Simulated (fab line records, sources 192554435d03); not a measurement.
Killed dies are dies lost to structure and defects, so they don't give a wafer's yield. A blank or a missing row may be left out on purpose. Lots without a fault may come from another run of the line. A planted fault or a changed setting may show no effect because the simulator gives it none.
fab line records | flow n5_finfet
record lots=11 wafers=30 last_day=17
route steps=1938 shown BEOL_M10@1515 BEOL_M11@1551 PASSIVATION@1936
lots that met no fault: from a run of the same line without faults
start_h: hours from the record's first day to the start of the lot's first wafer shown | wait_h: hours since the lot's step before | " the same as in the row above | L1.1+2: a row that stands for several wafers | - no value, or no start given | * or withheld: withheld | < > ~ a bound
route shown NAME@n: a module of which the file shows steps, and the number in the route of the first | usual: mean/standard deviation of fault-free wafers | same: alike in all rows | chamber/n: place in a boat | sites: the reading at each site | _std_site: their standard deviation | _edge_site: outer sites' mean less inner sites' | radius_mm: how far each site lies from the wafer's centre | mask NAME#n: copy n | behind: the tool/chamber that last shaped the wafer | hold: why the lot was held/for how many hours/how that ended | device: the transistor (n, p or np) that didn't switch | end of line: the same wafers' tests at the end of the route | a step without rows: its recipe alone | killed: dies lost to structure and defects at the first sort, not the wafer's yield | map: a wafer's dies, x killed, . not, _ none there
set.NAME: the setting as run; set.NAME@STEP: as run at that earlier step | model.NAME: the simulator's own value behind a step, which no gauge read
steps of the route over a sample of lots; a table a step, a row a wafer
services: from which hour (start_h, from the record's first day; less than 0 if before it) a tool's chamber was out of use, for how many hours, and why
## steps
# step N5_BEOL_M10_OCD_MEAS_38
# usual trench_depth_nm=148/3.9
# columns lot.wafer tool chamber start_h wait_h trench_depth_nm
L544.4 ocd-02 - 221.20 - 147
L544.5 " - " " 149
L544.6 " - " " 148
L547.2 ocd-02 - 235.24 - 152
L547.3 " - " " 142
L546.3 ocd-02 - 241.77 - 144
L546.6 " - " " 144
L551.1 ocd-02 - 269.10 - 147
L551.3 " - " " 146
L551.4 " - " " 143
L552.4 ocd-01 - 269.27 - 144
L552.5 " - " " 144
L553.2 ocd-02 - 269.64 - 147
L553.3 " - " " 147
L553.6 " - " " 147
L554.2 ocd-02 - 274.86 - 150
L554.4 " - " " 152
L554.5 " - " " 153
L559.1 ocd-01 - 313.05 - 151
L559.3 " - " " 147
L559.5 " - " " 139
L562.2 ocd-01 - 326.14 - 153
L562.3 " - " " 151
L562.4 " - " " 149
L565.4 ocd-01 - 346.01 - 138
L565.5 " - " " 153
L565.6 " - " " 149
L566.2 ocd-01 - 359.10 - 147
L566.4 " - " " 154
L566.6 " - " " 147
# step N5_BEOL_M10_PRE_CLEAN_45
# recipe gas=H2/He time_s=30 temp_c=250
# usual heater_power_w=341/33
# same time_s=30
# columns lot.wafer tool chamber start_h wait_h heater_power_w
L544.4 pvd_sputter-03 - 222.05 0.0 345
L544.5 " - " " 344
L544.6 " - " " 396
L547.2 pvd_sputter-01 - 237.36 0.0 410
L547.3 " - " " 307
L546.3 pvd_sputter-02 - 242.54 0.0 347
L546.6 " - " " 329
L551.1 pvd_sputter-02 - 269.92 0.0 354
L551.3 " - " " 321
L551.4 " - " " 308
L552.4 pvd_sputter-03 - 269.95 0.0 398
L552.5 " - " " 377
L553.2 pvd_sputter-01 - 270.64 0.0 313
L553.3 " - " " 317
L553.6 " - " " 398
L554.2 pvd_sputter-03 - 275.68 0.0 331
L554.4 " - " " 404
L554.5 " - " " 351
L559.1 pvd_sputter-02 - 314.32 0.0 288
L559.3 " - " " 347
L559.5 " - " " 355
L562.2 pvd_sputter-02 - 326.78 0.0 306
L562.3 " - " " 294
L562.4 " - " " 331
L565.4 pvd_sputter-01 - 346.70 0.0 364
L565.5 " - " " 323
L565.6 " - " " 304
L566.2 pvd_sputter-01 - 359.66 0.0 308
L566.4 " - " " 358
L566.6 " - " " 311
# step N5_BEOL_M10_CMP_52
# recipe stop_on=SiCOH_lowk t_overpolish_s=7 down_force_psi=1 platen_rpm=50 clearing_platen_down_force_psi=1.5 clearing_platen_rpm=50 post_cmp_clean=cu_alkaline target_thk_nm=140 clearing_platen_pad_velocity_m_s=0.99484 pad_velocity_m_s=0.99484
# usual barrier_field_endpoint_s=28.9/1 motor_current_A=5.9/0.68 overpolish_run_s=7.000/0.0088 slurry_filter_dp_kPa=13.50/0.13 time_to_endpoint_s=69/5.2
# same t_overpolish_s=7
# columns lot.wafer tool chamber start_h wait_h barrier_field_endpoint_s motor_current_A overpolish_run_s slurry_filter_dp_kPa time_to_endpoint_s
L544.4 cmp-01 3 224.27 0.2 30.1 6.3 7.009 13.38 71
L544.6 " 1 " " 29.2 5.8 6.999 13.34 67
L544.5 " 2 " " 28.5 5.4 6.999 13.33 67
L547.3 cmp-02 3 238.87 0.2 30.6 4.9 7.009 13.68 74
L547.2 " 0 " " 29.4 5.0 7.017 13.66 69
L546.3 cmp-03 3 244.03 0.2 29.1 6.8 6.996 13.37 68
L546.6 " 2 " " 27.1 6.5 7.005 13.60 62
L552.4 cmp-01 2 271.39 0.2 28.3 5.3 7.002 13.54 65
L552.5 " 0 " " 27.1 6.1 6.997 13.35 60
L551.1 cmp-02 3 271.40 0.3 29.8 5.1 7.013 13.59 68
L551.3 " 0 " " 27.3 5.4 6.999 13.62 60
L551.4 " 1 " " 28.9 6.5 6.993 13.50 70
L553.2 cmp-02 0 271.86 0.2 28.7 5.3 6.986 13.50 69
L553.3 " 2 " " 30.2 6.0 7.000 13.60 75
L553.6 " 3 " " 29.7 4.7 6.994 13.68 71
L554.4 cmp-02 3 277.08 0.2 28.9 5.2 7.015 13.79 70
L554.2 " 1 " " 29.2 6.1 6.994 13.54 70
L554.5 " 3 " " 31.1 5.0 7.002 13.40 73
L559.3 cmp-03 0 316.07 0.2 29.5 6.7 7.019 13.45 70
L559.1 " 2 " " 27.8 6.2 6.998 13.52 58
L559.5 " 1 " " 28.2 6.1 7.007 13.45 61
L562.3 cmp-03 0 329.69 0.2 29.9 6.6 6.996 13.39 70
L562.4 " 2 " " 27.8 6.5 6.991 13.47 60
L562.2 " 3 " " 28.3 7.2 7.007 13.68 67
L565.4 cmp-02 2 347.97 0.1 29.2 5.9 6.993 13.60 71
L565.5 " 2 " " 29.2 5.9 6.996 13.55 74
L565.6 " 3 " " 28.2 5.0 6.996 13.45 71
L566.2 cmp-02 3 362.62 0.2 29.3 5.0 6.997 13.45 70
L566.4 " 1 " " 28.5 6.7 7.018 13.68 68
L566.6 " 0 " " 28.0 5.2 6.988 13.49 61
# step N5_BEOL_M10_INSPECT_58
# recipe inspect_instrument=darkfield mode=post_dep
# usual raw_defect_count=68/22
# columns lot.wafer tool chamber start_h wait_h raw_defect_count
L544.4 defect_inspect-01 - 224.66 0.0 88
L544.5 " - " " 78
L544.6 " - " " 65
L547.2 defect_inspect-01 - 239.25 0.0 81
L547.3 " - " " 93
L546.3 defect_inspect-02 - 244.45 0.0 44
L546.6 " - " " 50
L552.4 defect_inspect-02 - 271.74 0.0 86
L552.5 " - " " 83
L551.1 defect_inspect-02 - 271.82 0.0 336
L551.3 " - " " 340
L551.4 " - " " 370
L553.2 defect_inspect-02 - 272.28 0.0 382
L553.3 " - " " 365
L553.6 " - " " 341
L554.2 defect_inspect-02 - 277.50 0.0 319
L554.4 " - " " 331
L554.5 " - " " 325
L559.1 defect_inspect-01 - 316.56 0.0 56
L559.3 " - " " 66
L559.5 " - " " 106
L562.2 defect_inspect-02 - 330.18 0.0 57
L562.3 " - " " 45
L562.4 " - " " 46
L565.4 defect_inspect-01 - 348.42 0.0 91
L565.5 " - " " 74
L565.6 " - " " 82
L566.2 defect_inspect-01 - 363.07 0.0 55
L566.4 " - " " 96
L566.6 " - " " 78
# step N5_BEOL_M11_INSPECT_13
# recipe mode=adi inspect_instrument=brightfield
# usual raw_defect_count=398/100
# columns lot.wafer tool chamber start_h wait_h raw_defect_count
L544.4 defect_inspect-02 - 227.60 0.0 474
L544.5 " - " " 331
L544.6 " - " " 370
L547.2 defect_inspect-02 - 242.69 0.0 593
L547.3 " - " " 637
L546.3 defect_inspect-01 - 246.26 0.0 347
L546.6 " - " " 503
L552.4 defect_inspect-02 - 273.13 0.0 369
L552.5 " - " " 385
L551.1 defect_inspect-02 - 273.37 0.0 635
L551.3 " - " " 690
L551.4 " - " " 743
L553.2 defect_inspect-02 - 275.44 0.0 795
L553.3 " - " " 745
L553.6 " - " " 637
L554.2 defect_inspect-02 - 278.77 0.0 640
L554.4 " - " " 576
L554.5 " - " " 544
L559.1 defect_inspect-01 - 318.25 0.0 412
L559.3 " - " " 360
L559.5 " - " " 535
L562.2 defect_inspect-01 - 332.32 0.0 351
L562.3 " - " " 248
L562.4 " - " " 295
L565.4 defect_inspect-02 - 350.61 0.0 370
L565.5 " - " " 387
L565.6 " - " " 283
L566.2 defect_inspect-02 - 365.37 0.0 319
L566.4 " - " " 407
L566.6 " - " " 335
# step N5_BEOL_M11_INSPECT_30
# recipe mode=adi inspect_instrument=brightfield
# usual raw_defect_count=403/100
# columns lot.wafer tool chamber start_h wait_h raw_defect_count
L544.4 defect_inspect-01 - 230.03 0.0 495
L544.5 " - " " 327
L544.6 " - " " 392
L547.2 defect_inspect-02 - 244.88 0.0 597
L547.3 " - " " 658
L546.3 defect_inspect-01 - 247.54 0.0 347
L546.6 " - " " 478
L552.4 defect_inspect-01 - 274.32 0.0 386
L552.5 " - " " 370
L551.1 defect_inspect-01 - 274.49 0.0 642
L551.3 " - " " 723
L551.4 " - " " 767
L553.2 defect_inspect-02 - 276.52 0.0 829
L553.3 " - " " 758
L553.6 " - " " 618
L554.2 defect_inspect-02 - 279.86 0.0 663
L554.4 " - " " 570
L554.5 " - " " 533
L559.1 defect_inspect-02 - 322.09 0.0 395
L559.3 " - " " 351
L559.5 " - " " 507
L562.2 defect_inspect-02 - 333.32 0.0 331
L562.3 " - " " 234
L562.4 " - " " 293
L565.4 defect_inspect-01 - 351.75 0.0 405
L565.5 " - " " 405
L565.6 " - " " 317
L566.2 defect_inspect-01 - 367.66 0.0 316
L566.4 " - " " 417
L566.6 " - " " 336
# step N5_PASSIVATION_PROBE_49
# usual defect_limited_yield=91.2/1.4 killed_at_M0_to_M3=32/9.3 killed_at_M4_up=14/4.9 killed_at_contacts=15/7.5 killed_at_front_end=40/11 killed_at_other=4/3.3 killed_dies=104/17 killed_on_rim=13/4.2 killed_open=68/14 killed_short=33/7.9 sort_bin_5_function=5.2/0.99 sort_bin_6_memory=3.2/0.65 sort_n_pass=1076/17 sort_yield_pct=91.1/1.5
# same gross_dies=1180 killed_at_back_side=0 sort_bin_4_leakage[%]=0 sort_bin_8_speed[%]=0
# columns lot.wafer tool chamber start_h wait_h defect_limited_yield[%] killed_at_M0_to_M3 killed_at_M4_up killed_at_contacts killed_at_front_end killed_at_other killed_dies killed_on_rim killed_open killed_short sort_bin_5_function[%] sort_bin_6_memory[%] sort_n_pass sort_yield_pct[%]
L551.1 prober-01 - 316.52 0.0 73.8 24 237 2 40 6 309 32 45 34 16.1 9.4 871 73.8
L551.3 prober-01 - 316.62 0.1 72.4 31 260 13 19 3 326 38 41 32 16.2 9.3 854 72.4
L551.4 prober-01 - 316.67 0.2 71.1 32 260 9 36 4 341 51 46 38 16.7 10.8 839 71.1
L553.2 prober-02 - 319.84 0.1 72.0 42 238 19 16 15 330 38 69 34 16.0 9.7 850 72.0
L553.3 prober-02 - 319.89 0.1 71.6 36 244 20 31 4 335 39 52 50 16.9 10.0 845 71.6
L553.6 prober-02 - 320.04 0.3 73.1 29 240 19 23 6 317 33 56 32 16.5 9.2 863 73.1
L554.2 prober-02 - 324.91 0.1 74.7 31 230 12 23 2 298 37 49 39 15.2 8.9 882 74.7
L554.4 prober-02 - 325.01 0.2 71.3 24 245 10 53 7 339 42 53 33 15.9 9.7 841 71.3
L554.5 prober-02 - 325.06 0.2 69.9 33 255 22 40 5 355 51 73 33 19.2 9.6 825 69.9
# killed by level:class
L551.1 BEOL_M10:unspecified=227 STI_FIN_REVEAL:geometric_particle:open=7 DUMMY_GATE:geometric_particle:open=7 BEOL_M0_SAQP:geometric_particle:open=6 FIN_SAQP:geometric_particle:short=5 GATE_CUT:geometric_particle:short=5 BEOL_M0_SAQP:geometric_particle:short=5 FIN_SAQP:geometric_particle:open=4
L551.3 BEOL_M10:unspecified=251 BEOL_M0_SAQP:geometric_particle:open=8 MOL_CONTACT_COAG:geometric_particle:short=7 BEOL_M0_SAQP:geometric_particle:short=7 MOL_CONTACT_COAG:geometric_particle:open=6 GATE_CUT:geometric_particle:short=4 BEOL_M1:geometric_particle:short=4 FIN_SAQP:geometric_particle:short=3
L551.4 BEOL_M10:unspecified=248 BEOL_M1:geometric_particle:short=10 BEOL_M3:geometric_particle:open=9 BEOL_M1:geometric_particle:open=7 STI_FIN_REVEAL:geometric_particle:open=6 MOL_CONTACT_COAG:geometric_particle:open=6 FIN_CUT:area_etch=5 FIN_SAQP:geometric_particle:short=4
L553.2 BEOL_M10:unspecified=224 BEOL_M3:geometric_particle:open=14 MOL_CONTACT_COAG:geometric_particle:open=11 BEOL_M0_SAQP:geometric_particle:open=10 MOL_CONTACT_COAG:geometric_particle:short=8 BEOL_M3:geometric_particle:short=5 BEOL_M4:geometric_particle:open=5 GATE_CUT:geometric_particle:open=4
L553.3 BEOL_M10:unspecified=232 MOL_CONTACT_COAG:geometric_particle:short=15 FIN_SAQP:geometric_particle:short=9 BEOL_M3:geometric_particle:open=9 BEOL_M3:geometric_particle:short=8 FIN_SAQP:geometric_particle:open=6 DUMMY_GATE:geometric_particle:open=5 MOL_CONTACT_COAG:geometric_particle:open=5
L553.6 BEOL_M10:unspecified=228 MOL_CONTACT_COAG:geometric_particle:open=15 BEOL_M3:geometric_particle:open=12 BEOL_M4:geometric_particle:open=7 FIN_SAQP:geometric_particle:short=6 GATE_CUT:geometric_particle:short=6 BEOL_M2:geometric_particle:open=5 FIN_SAQP:geometric_particle:open=4
L554.2 BEOL_M10:unspecified=209 BEOL_M0_SAQP:geometric_particle:short=10 BEOL_M4:geometric_particle:open=9 BEOL_M3:geometric_particle:open=8 MOL_CONTACT_COAG:geometric_particle:short=6 MOL_CONTACT_COAG:geometric_particle:open=6 BEOL_M0_SAQP:geometric_particle:open=5 FIN_SAQP:geometric_particle:open=4
L554.4 BEOL_M10:unspecified=234 HKMG_FIN:area_etch=16 FIN_SAQP:geometric_particle:open=11 FIN_SAQP:geometric_particle:short=11 MOL_CONTACT_COAG:geometric_particle:open=9 STI_FIN_REVEAL:geometric_particle:open=6 BEOL_M3:geometric_particle:open=6 BEOL_M0_SAQP:geometric_particle:open=5
L554.5 BEOL_M10:unspecified=245 MOL_CONTACT_COAG:geometric_particle:open=21 FIN_SAQP:geometric_particle:open=11 FIN_SAQP:geometric_particle:short=10 BEOL_M0_SAQP:geometric_particle:open=6 BEOL_M2:geometric_particle:open=6 BEOL_M3:geometric_particle:open=5 BEOL_M1:geometric_particle:open=5
## services
# columns tool chamber start_h hours kind
cmp-03 - 199.14 - consumable_replace:conditioner
cmp-03 - 199.14 - consumable_replace:pad
cmp-01 - 207.58 2.0 repair
cmp-02 - 225.38 0.5 repair
cmp-01 - 226.68 4.9 pm
cmp-01 - 234.43 27.3 repair
cmp-01 - 264.17 4.0 pm
cmp-01 - 268.17 - consumable_replace:conditioner
cmp-01 - 268.17 - consumable_replace:pad
cmp-01 - 281.64 1.9 repair
cmp-03 - 302.53 1.0 repair
cmp-02 - 352.62 5.6 pm
## key
first_sign step=N5_BEOL_M10_INSPECT_58 reading=raw_defect_count direction=up sigmas=13 usual=68 struck=345
effect step=N5_BEOL_M11_INSPECT_13 reading=raw_defect_count direction=up sigmas=2.6 usual=398 struck=667
effect step=N5_BEOL_M11_INSPECT_30 reading=raw_defect_count direction=up sigmas=2.6 usual=403 struck=678
effect step=N5_PASSIVATION_PROBE_49 reading=killed_at_M4_up direction=up sigmas=47 usual=14 struck=245
more_kills_born_at N5_BEOL_M10_CMP_52@cmp-02=2098
met_at N5_BEOL_M10_CMP_52
struck_lots L551,L553,L554
baseline_loss step=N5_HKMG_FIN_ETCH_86 wafers=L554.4
not_acting_at N5_BEOL_M10_OCD_MEAS_38,N5_BEOL_M10_PRE_CLEAN_45
onset_between 238.87 271.40
fault kind=chamber_particle_source tool=cmp-02 chamber=- onset_h=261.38 steps=N5_BEOL_M10_CMP_52 rate_per_visit_cm2=0.44538 end_h=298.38
# baseline_loss: these wafers lose ten dies or more at that step, a loss of the line's own and not of a fault; the sort's usual values leave them out
